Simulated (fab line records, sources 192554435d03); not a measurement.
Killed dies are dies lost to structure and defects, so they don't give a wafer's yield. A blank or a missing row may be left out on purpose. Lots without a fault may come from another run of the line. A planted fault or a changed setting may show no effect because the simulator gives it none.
fab line records | flow n5_finfet
record lots=11 wafers=33 last_day=17
route steps=1938 shown BEOL_M6@1253 BEOL_M15@1809 MIM_BOT_ETCH@1869 PASSIVATION@1936
lots that met no fault: from a run of the same line without faults
start_h: hours from the record's first day to the start of the lot's first wafer shown | wait_h: hours since the lot's step before | " the same as in the row above | L1.1+2: a row that stands for several wafers | - no value, or no start given | * or withheld: withheld | < > ~ a bound
route shown NAME@n: a module of which the file shows steps, and the number in the route of the first | usual: mean/standard deviation of fault-free wafers | same: alike in all rows | chamber/n: place in a boat | sites: the reading at each site | _std_site: their standard deviation | _edge_site: outer sites' mean less inner sites' | radius_mm: how far each site lies from the wafer's centre | mask NAME#n: copy n | behind: the tool/chamber that last shaped the wafer | hold: why the lot was held/for how many hours/how that ended | device: the transistor (n, p or np) that didn't switch | end of line: the same wafers' tests at the end of the route | a step without rows: its recipe alone | killed: dies lost to structure and defects at the first sort, not the wafer's yield | map: a wafer's dies, x killed, . not, _ none there
set.NAME: the setting as run; set.NAME@STEP: as run at that earlier step | model.NAME: the simulator's own value behind a step, which no gauge read
steps of the route over a sample of lots; a table a step, a row a wafer
services: from which hour (start_h, from the record's first day; less than 0 if before it) a tool's chamber was out of use, for how many hours, and why
## steps
# step N5_BEOL_M6_CVD_78
# recipe material=Co target_thk_a=20 temp_c=withheld precursor=CCTBA/H2 pressure_torr=30 time_s=142.3
# columns lot.wafer tool chamber start_h wait_h
L968.2+4+6 cvd_co-01 2,2,1 178.60 0.1
L967.3+5+6 cvd_co-01 1,1,0 178.98 0.1
L970.1+4+6 cvd_co-01 2,1,0 205.75 0.1
L972.1+2+3 cvd_co-02 2,0,1 209.54 0.1
L974.1+2+5 cvd_co-01 2,1,1 229.56 0.1
L975.3+4+6 cvd_co-02 2,2,1 236.51 0.2
L979.2+3+5 cvd_co-01 2,1,2 256.26 0.1
L983.3+4+6 cvd_co-01 1,0,1 290.45 0.0
L984.1+5+6 cvd_co-01 1,1,0 298.17 0.1
L985.1+3+4 cvd_co-02 2,2,1 318.13 0.0
L988.3+5+6 cvd_co-02 2,1,0 330.30 0.2
# step N5_BEOL_M15_TRENCH_ETCH_34
# recipe chemistry=C4F8/O2/Ar target=SiO2 target_depth_a=8729.3 he_inner_torr=15 he_outer_torr=30 time_s=199 ion_energy_ev=800 pressure_mtorr=20 source_w=1905 bias_w=2040 Ar_flow_sccm=400 C4F8_flow_sccm=16 O2_flow_sccm=12
# usual drypump_motor_current_A=5.7/0.45 oes_ar_750_au=0.81/0.1 oes_product_au=0.81/0.1 rf_vpp_V=2223/65 showerhead_plenum_p_Torr=3.44/0.13 throttle_valve_pct=30.91/0.28
# columns lot.wafer tool chamber start_h wait_h drypump_motor_current_A oes_ar_750_au oes_product_au rf_hours_counter_h rf_vpp_V showerhead_plenum_p_Torr throttle_valve_pct
L967.3 rie_diel-01 1 244.52 0.0 6.6 0.69 0.67 248 2091 3.27 30.58
L967.5 " 1 " " 6.6 0.69 0.68 - 2094 3.27 30.61
L967.6 " 3 " " 6.6 0.71 0.71 - 2373 3.56 31.17
L968.2 rie_diel-01 1 245.66 0.0 6.6 0.70 0.67 249 2092 3.27 30.60
L968.4 " 0 " " 5.5 0.86 0.85 - 2228 3.47 30.49
L968.6 " 1 " " 6.6 0.69 0.68 - 2092 3.27 30.60
L970.1 rie_diel-02 0 267.16 0.0 5.3 0.79 0.81 58 2246 3.36 31.01
L970.4 " 3 " " 5.5 0.85 0.84 69 2168 3.65 30.99
L970.6 " 3 " " 5.5 0.85 0.84 - 2169 3.65 30.98
L972.1 rie_diel-02 3 269.70 0.0 5.5 0.85 0.84 70 2170 3.64 30.98
L972.2 " 2 " " 5.6 0.71 0.71 242 2255 3.23 30.59
L972.3 " 0 " " 5.3 0.79 0.82 59 2247 3.36 31.04
L974.1 rie_diel-02 1 293.39 0.0 6.3 0.70 0.72 222 2215 3.43 31.00
L974.2 " 3 " " 5.5 0.85 0.85 76 2168 3.64 30.99
L974.5 " 1 " " 6.2 0.71 0.71 - 2217 3.43 31.02
L975.3 rie_diel-03 2 305.34 0.0 5.3 0.96 0.97 13 2167 3.52 30.96
L975.4 " 3 " " 5.1 0.70 0.71 239 2246 3.34 30.69
L975.6 " 0 " " 5.6 0.99 1.00 - 2174 3.54 31.16
L979.2 rie_diel-03 2 322.56 0.0 5.3 0.95 0.95 17 2165 3.52 30.95
L979.3 " 1 " " 5.7 0.71 0.72 227 2197 3.27 31.15
L979.5 " 2 " " 5.3 0.95 0.96 - 2166 3.52 30.95
L983.3 rie_diel-02 3 363.55 0.0 5.5 0.81 0.80 101 2168 3.63 30.99
L983.4 " 1 " " 6.3 0.69 0.69 245 2213 3.42 31.01
L983.6 " 1 " " 6.2 0.69 0.68 - 2215 3.42 31.01
L984.1 rie_diel-03 0 363.93 0.0 5.6 0.95 0.94 22 2171 3.54 31.16
L984.5 " 0 " " 5.6 0.94 0.94 - 2171 3.54 31.16
L984.6 " 2 " " 5.3 0.92 0.93 - 2167 3.51 30.97
L985.1 rie_diel-01 0 389.38 0.0 5.5 0.81 0.79 96 2225 3.45 30.55
L985.3 " 3 " " 6.6 0.68 0.69 236 2371 3.54 31.24
L985.4 " 3 " " 6.6 0.67 0.69 - 2372 3.54 31.22
L988.3 rie_diel-01 3 393.48 0.0 6.6 0.67 0.69 239 2371 3.54 31.24
L988.5 " 2 " " 5.7 0.89 0.90 - 2320 3.35 31.01
L988.6 " 0 " " 5.6 0.80 0.79 - 2224 3.45 30.54
# step N5_BEOL_M15_DEGAS_41
# recipe ambient=vacuum temp_c=300 time_s=60
# usual heater_power_w=453/40
# columns lot.wafer tool chamber start_h wait_h heater_power_w
L967.3 pvd_sputter-01 - 247.75 0.3 473
L967.5 " - " " 462
L967.6 " - " " 389
L968.2 pvd_sputter-03 - 252.80 0.5 430
L968.4 " - " " 487
L968.6 " - " " 496
L972.1 pvd_sputter-01 - 272.78 0.2 415
L972.2 " - " " 397
L972.3 " - " " 450
L970.1 pvd_sputter-01 - 277.32 4.7 385
L970.4 " - " " 416
L970.6 " - " " 477
L974.1 pvd_sputter-01 - 295.29 0.3 391
L974.2 " - " " 455
L974.5 " - " " 413
L975.3 pvd_sputter-03 - 309.03 2.1 431
L975.4 " - " " 487
L975.6 " - " " 412
L979.2 pvd_sputter-03 - 329.75 0.5 492
L979.3 " - " " 514
L979.5 " - " " 428
L984.1 pvd_sputter-02 - 368.96 0.3 460
L984.5 " - " " 524
L984.6 " - " " 478
L983.3 pvd_sputter-02 - 375.12 0.6 455
L983.4 " - " " 481
L983.6 " - " " 530
L985.1 pvd_sputter-01 - 392.85 0.3 386
L985.3 " - " " 410
L985.4 " - " " 478
L988.3 pvd_sputter-01 - 394.87 0.4 474
L988.5 " - " " 454
L988.6 " - " " 408
# step N5_MIM_BOT_ETCH_STRIP_01
# recipe chemistry=O2 power_w=600 temp_c=60 pressure_mtorr=30 rf_frequency_hz=6e+07 bias_power_w=0 overash_fraction=0.5 o2_flow_sccm=225
# usual drypump_motor_current_A=5.9/0.49 oes_product_au=0.83/0.089 rf_vpp_V=3.8/1.5 showerhead_plenum_p_Torr=2.09/0.097 throttle_valve_pct=16.54/0.2
# same bias_power_w=0
# columns lot.wafer tool chamber start_h wait_h drypump_motor_current_A oes_product_au rf_hours_counter_h rf_vpp_V showerhead_plenum_p_Torr throttle_valve_pct
L967.3 rie_diel-06 3 254.20 0.1 6.4 0.81 84 4.6 2.01 16.48
L967.5 " 1 " " 6.0 1.00 - 3.8 2.07 16.70
L967.6 " 0 " " 6.6 0.93 - 3.5 2.06 16.51
L968.2 rie_diel-06 0 259.18 0.1 6.7 0.90 12 3.2 2.05 16.52
L968.4 " 1 " " 6.0 1.00 6 6.2 2.07 16.65
L968.6 " 0 " " 6.6 0.95 - 2.7 2.05 16.50
L972.1 rie_diel-04 2 282.69 0.1 5.8 0.69 218 4.3 2.18 16.98
L972.2 " 3 " " 5.3 0.83 73 5.0 2.03 16.26
L972.3 " 0 " " 5.6 0.92 21 2.6 2.25 16.36
L970.1 rie_diel-04 2 285.77 0.2 5.8 0.70 219 5.4 2.18 16.95
L970.4 " 0 " " 5.6 0.90 21 1.4 2.25 16.34
L970.6 " 1 " " 5.3 0.68 - 4.3 2.00 16.52
L974.1 rie_diel-05 3 301.07 0.1 5.6 0.94 25 4.9 2.04 16.48
L974.2 " 1 " " 6.1 0.79 91 1.2 2.05 16.49
L974.5 " 3 " " 5.7 0.94 - 2.8 2.04 16.50
L975.3 rie_diel-04 1 315.39 0.1 5.2 0.66 237 1.1 1.99 16.54
L975.4 " 0 " " 5.6 0.90 33 3.1 2.25 16.36
L975.6 " 0 " " 5.7 0.90 - 3.8 2.25 16.37
L979.2 rie_diel-06 3 335.73 0.2 6.5 0.79 111 5.0 2.00 16.53
L979.3 " 1 " " 6.0 0.88 32 3.6 2.06 16.75
L979.5 " 1 " " 6.0 0.89 - 3.2 2.06 16.75
L984.1 rie_diel-04 3 376.41 0.1 5.4 0.81 103 5.0 2.02 16.33
L984.5 " 3 " " 5.4 0.77 - 2.1 2.02 16.33
L984.6 " 0 " " 5.7 0.85 - 3.6 2.24 16.38
L983.3 rie_diel-06 0 382.44 0.1 6.6 0.81 59 4.7 2.04 16.67
L983.4 " 1 " " 6.0 0.85 53 1.9 2.06 16.75
L983.6 " 2 " " 5.5 0.92 - 4.8 2.23 16.46
L985.1 rie_diel-04 0 402.33 0.1 5.6 0.83 70 4.0 2.23 16.45
L985.3 " 1 " " 5.2 0.97 6 5.8 2.25 16.08
L985.4 " 1 " " 5.2 0.94 - 2.6 2.25 16.09
L988.3 rie_diel-06 0 402.96 0.2 6.6 0.83 65 4.7 2.04 16.62
L988.5 " 2 " " 5.5 0.89 - 1.6 2.22 16.46
L988.6 " 1 " " 6.0 0.84 - 3.1 2.05 16.78
# step N5_PASSIVATION_PROBE_49
# usual defect_limited_yield=91.1/1.5 killed_at_M0_to_M3=37/11 killed_at_M4_up=13/5.6 killed_at_contacts=12/5.6 killed_at_front_end=39/11 killed_at_other=4/3.1 killed_dies=105/18 killed_open=69/13 killed_short=35/7.4 sort_bin_4_leakage=0.00/0.022 sort_bin_5_function=5.1/0.92 sort_bin_6_memory=3.4/0.76 sort_bin_8_speed=0.02/0.11 sort_n_pass=1075/18 sort_yield_pct=91.1/1.5
# same gross_dies=1180 killed_at_back_side=0
# columns lot.wafer tool chamber start_h wait_h defect_limited_yield[%] killed_at_M0_to_M3 killed_at_M4_up killed_at_contacts killed_at_front_end killed_at_other killed_dies killed_open killed_short sort_bin_4_leakage[%] sort_bin_5_function[%] sort_bin_6_memory[%] sort_bin_8_speed[%] sort_n_pass sort_yield_pct[%]
L975.3 prober-02 - 324.51 0.1 88.1 50 22 26 37 6 141 108 32 0 7.5 4.2 0 1039 88.1
L975.4 prober-02 - 324.56 0.2 89.6 39 16 8 59 1 123 80 43 0 5.5 4.5 0 1057 89.6
L975.6 prober-02 - 324.66 0.3 92.2 31 7 10 41 3 92 60 31 0 4.9 2.6 0 1088 92.2
L983.3 prober-02 - 390.29 0.1 83.9 24 114 10 41 1 190 56 31 0 10.1 4.2 0 990 83.9
L983.4 prober-02 - 390.34 0.2 86.2 35 80 14 33 1 163 59 37 0 9.6 3.1 0 1017 86.2
L983.6 prober-02 - 390.44 0.3 82.7 33 121 12 36 2 204 64 36 0 10.4 4.7 0 976 82.7
L984.1 prober-02 - 395.17 0.0 83.5 18 107 15 51 4 195 70 29 0 10.8 4.4 0 985 83.5
L984.5 prober-02 - 395.37 0.2 83.3 26 118 4 47 2 197 62 28 0 11.0 4.4 0 983 83.3
L984.6 prober-02 - 395.42 0.3 85.8 32 80 7 46 2 167 71 29 0 9.2 3.8 0 1013 85.8
# killed by level:class
L975.3 MOL_CONTACT_COAG:geometric_particle:open=19 STI_FIN_REVEAL:geometric_particle:open=16 BEOL_M4:geometric_particle:open=13 BEOL_M0_SAQP:geometric_particle:open=13 BEOL_M0_SAQP:geometric_particle:short=13 BEOL_M3:geometric_particle:open=9 BEOL_M1:geometric_particle:open=8 MOL_CONTACT_COAG:geometric_particle:short=7
L975.4 STI_FIN_REVEAL:geometric_particle:open=26 BEOL_M0_SAQP:geometric_particle:open=13 BEOL_M0_SAQP:geometric_particle:short=9 ILD0:geometric_particle:short=7 BEOL_M1:geometric_particle:open=6 MOL_CONTACT_COAG:geometric_particle:open=5 BEOL_M0:geometric_particle:open=5 STARTING-WAFER:geometric_particle:short=5
L975.6 STI_FIN_REVEAL:geometric_particle:open=16 BEOL_M1:geometric_particle:open=14 MOL_CONTACT_COAG:geometric_particle:open=7 BEOL_M0_SAQP:geometric_particle:short=6 GATE_CUT:geometric_particle:short=4 BEOL_M0_SAQP:geometric_particle:open=4 STARTING-WAFER:geometric_particle:open=4 FIN_SAQP:geometric_particle:open=3
L983.3 BEOL_M6:unspecified=103 STI_FIN_REVEAL:geometric_particle:open=13 FIN_SAQP:geometric_particle:short=9 FIN_SAQP:geometric_particle:open=7 MOL_CONTACT_COAG:geometric_particle:open=7 BEOL_M4:geometric_particle:open=6 GATE_CUT:geometric_particle:short=6 BEOL_M3:geometric_particle:open=6
L983.4 BEOL_M6:unspecified=65 MOL_CONTACT_COAG:geometric_particle:open=12 BEOL_M0_SAQP:geometric_particle:short=12 GATE_CUT:geometric_particle:short=10 STI_FIN_REVEAL:geometric_particle:open=7 BEOL_M3:geometric_particle:open=7 BEOL_M4:geometric_particle:open=6 BEOL_M2:geometric_particle:open=5
L983.6 BEOL_M6:unspecified=104 BEOL_M0_SAQP:geometric_particle:short=13 MOL_CONTACT_COAG:geometric_particle:open=11 BEOL_M4:geometric_particle:open=10 STI_FIN_REVEAL:geometric_particle:open=8 BEOL_M0_SAQP:geometric_particle:open=7 BEOL_M3:geometric_particle:open=7 FIN_SAQP:geometric_particle:short=6
L984.1 BEOL_M6:unspecified=96 FIN_SAQP:geometric_particle:open=21 FIN_SAQP:geometric_particle:short=11 MOL_CONTACT_COAG:geometric_particle:open=11 BEOL_M0_SAQP:geometric_particle:short=6 STI_FIN_REVEAL:geometric_particle:open=5 MOL_CONTACT_COAG:geometric_particle:short=4 BEOL_M2:geometric_particle:open=4
L984.5 BEOL_M6:unspecified=107 FIN_SAQP:geometric_particle:open=18 STI_FIN_REVEAL:geometric_particle:open=7 BEOL_M0_SAQP:geometric_particle:short=7 BEOL_M0_SAQP:geometric_particle:open=7 FIN_SAQP:geometric_particle:short=6 GATE_CUT:geometric_particle:short=4 BEOL_M1:geometric_particle:open=4
L984.6 BEOL_M6:unspecified=66 BEOL_M0_SAQP:geometric_particle:open=15 FIN_SAQP:geometric_particle:open=12 GATE_CUT:geometric_particle:short=7 GATE_CUT:geometric_particle:open=7 MOL_CONTACT_COAG:geometric_particle:open=6 BEOL_M0_SAQP:geometric_particle:short=6 STI_FIN_REVEAL:geometric_particle:open=5
## services
# columns tool chamber start_h hours kind
rie_diel-02 - 204.96 14.6 pm
rie_diel-01 3 218.89 5.0 repair
rie_diel-02 0 225.17 5.2 repair
rie_diel-01 2 237.75 12.4 repair
cvd_co-01 0 244.46 12.5 repair
cvd_co-02 - 244.92 1.4 repair
rie_diel-04 - 266.81 2.4 repair
rie_diel-06 - 267.21 0.6 repair
rie_diel-06 - 275.37 4.3 pm
rie_diel-06 2 294.86 13.9 repair
rie_diel-02 2 301.04 12.7 repair
rie_diel-04 2 302.94 7.1 repair
rie_diel-04 2 310.68 4.4 repair
cvd_co-02 1 311.17 4.9 repair
cvd_co-02 0 316.12 3.0 repair
rie_diel-01 1 326.94 2.6 repair
rie_diel-02 1 334.58 3.1 repair
rie_diel-04 3 347.13 14.3 repair
rie_diel-06 3 352.68 16.5 repair
cvd_co-02 1 369.66 17.9 repair
rie_diel-02 3 379.35 6.9 repair
rie_diel-01 - 381.04 0.8 repair
rie_diel-01 1 387.40 9.6 repair
rie_diel-04 2 400.23 9.9 repair
## key
first_sign step=N5_PASSIVATION_PROBE_49 reading=killed_at_M4_up direction=up sigmas=16 usual=13 struck=103
effect step=N5_PASSIVATION_PROBE_49 reading=defect_limited_yield direction=down sigmas=4.5 usual=91.1 struck=84.2
more_kills_born_at N5_BEOL_M6_CVD_78@cvd_co-01=540
met_at N5_BEOL_M6_CVD_78
struck_lots L983,L984
not_acting_at N5_BEOL_M15_TRENCH_ETCH_34,N5_BEOL_M15_DEGAS_41,N5_MIM_BOT_ETCH_STRIP_01
onset_between 256.26 290.45
fault kind=chamber_particle_source tool=cvd_co-01 chamber=- onset_h=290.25 steps=N5_BEOL_M6_CVD_78 rate_per_visit_cm2=0.55032 end_h=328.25
